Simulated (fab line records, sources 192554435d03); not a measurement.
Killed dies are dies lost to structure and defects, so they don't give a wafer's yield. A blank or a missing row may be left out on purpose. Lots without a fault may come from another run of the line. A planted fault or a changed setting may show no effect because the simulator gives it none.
Which tool did it? | flow n5_finfet | 7 lots, 21 wafers sampled, at 5 steps of a route of 1938

WHAT THE GAUGES READ, wafer by wafer
N5_BEOL_M0_SAQP_CD_MEAS_29: target cd 14.4 nm.
lot  | measured     | on        | cd_nm (nm)
L809 | day 7 06:31  | cd_sem-03 | - - -
L815 | day 9 21:44  | cd_sem-01 | 14.83 14.85 15.09
L816 | day 10 01:17 | cd_sem-01 | 14.46 15.01 14.90
L819 | day 10 03:38 | cd_sem-03 | 14.97 14.72 14.76
L821 | day 10 15:20 | cd_sem-02 | 15.25 14.50 14.90
L823 | day 11 05:42 | cd_sem-01 | 14.73 15.06 15.29
L825 | day 11 14:16 | cd_sem-03 | 15.14 15.13 15.19

WHICH TOOL RAN EACH LOT (tool, then ch and the chambers of the sampled wafers, then the start)
lot  | N5_BEOL_M0_SAQP_PECVD_03      | N5_BEOL_M0_SAQP_PECVD_96      | N5_BEOL_M0_SAQP_PECVD_04      | N5_BEOL_M0_SAQP_MANDREL_ETCH_103
L809 | pecvd-03 ch 0,1, day 7 02:04  | pecvd-03 ch 0,1, day 7 02:06  | pecvd-03 ch 0,1, day 7 02:11  | rie_si-02 ch 0,2,3, day 7 04:50
L815 | pecvd-03 ch 0,2, day 9 17:32  | pecvd-03 ch 0,2, day 9 17:34  | pecvd-03 ch 0,2, day 9 17:40  | rie_si-05 ch 0,1,3, day 9 20:05
L816 | pecvd-04 ch 1,2, day 9 20:37  | pecvd-04 ch 1,2, day 9 20:39  | pecvd-04 ch 1,2, day 9 20:44  | rie_si-05 ch 2,3, day 9 23:37
L819 | pecvd-02 ch 1,2, day 9 22:56  | pecvd-02 ch 1,2, day 9 22:58  | pecvd-02 ch 1,2, day 9 23:02  | rie_si-06 ch 2,3, day 10 01:36
L821 | pecvd-02 ch 0,2, day 10 09:27 | pecvd-02 ch 0,2, day 10 09:28 | pecvd-02 ch 0,2, day 10 09:34 | rie_si-02 ch 2,3, day 10 13:24
L823 | pecvd-04 ch 0,1, day 11 01:17 | pecvd-04 ch 0,1, day 11 01:19 | pecvd-04 ch 0,1, day 11 01:24 | rie_si-06 ch 1,2,3, day 11 03:41
L825 | pecvd-02 ch 2, day 11 10:04   | pecvd-02 ch 2, day 11 10:07   | pecvd-02 ch 2, day 11 10:14   | rie_si-06 ch 0,3, day 11 12:41
- N5_BEOL_M0_SAQP_PECVD_03: deposits SiCN from 3MS/NH3, target thk 12 nm, time 21.1 s.
- N5_BEOL_M0_SAQP_PECVD_96: deposits a-Si from SiH4/He, target thk 45 nm, time 45.2 s.
- N5_BEOL_M0_SAQP_PECVD_04: deposits a-Si from SiH4/He, target thk 60 nm, time 60.2 s.
- N5_BEOL_M0_SAQP_MANDREL_ETCH_103: etches a-Si in HBr/Cl2, stops on SiCN, target depth 45 nm, bt time 10 s, time 27 s.

THE ANSWER, worked out from the rows above alone
Rule: what is usual is taken from the lots themselves. Put in order of their means at a reading, lots are off if they are a third of the lots or fewer, leave a main group of 4 or more, and stand apart from it by a gap of 3 or more times the standard deviation of the main group's means; of several such gaps the widest counts. A main group whose means are all the same, to the digits that the tables above print for the reading, isn't used. A lot without any number at a reading at which 4 lots or more have one is off too. The other lots that the step has rows for count as sound.
Off: L809, at N5_BEOL_M0_SAQP_CD_MEAS_29 (cd_nm). Without a number there: L809. The main group: mean 14.93 nm, standard deviation 0.13.
A tool fits if, at a process step before that reading, it ran every lot that is off, and no sound lot after the first of them. The gauges at N5_BEOL_M0_SAQP_CD_MEAS_29 are tried like those tools. None of those tried fits.

WHAT THE SIMULATOR HAD PUT IN
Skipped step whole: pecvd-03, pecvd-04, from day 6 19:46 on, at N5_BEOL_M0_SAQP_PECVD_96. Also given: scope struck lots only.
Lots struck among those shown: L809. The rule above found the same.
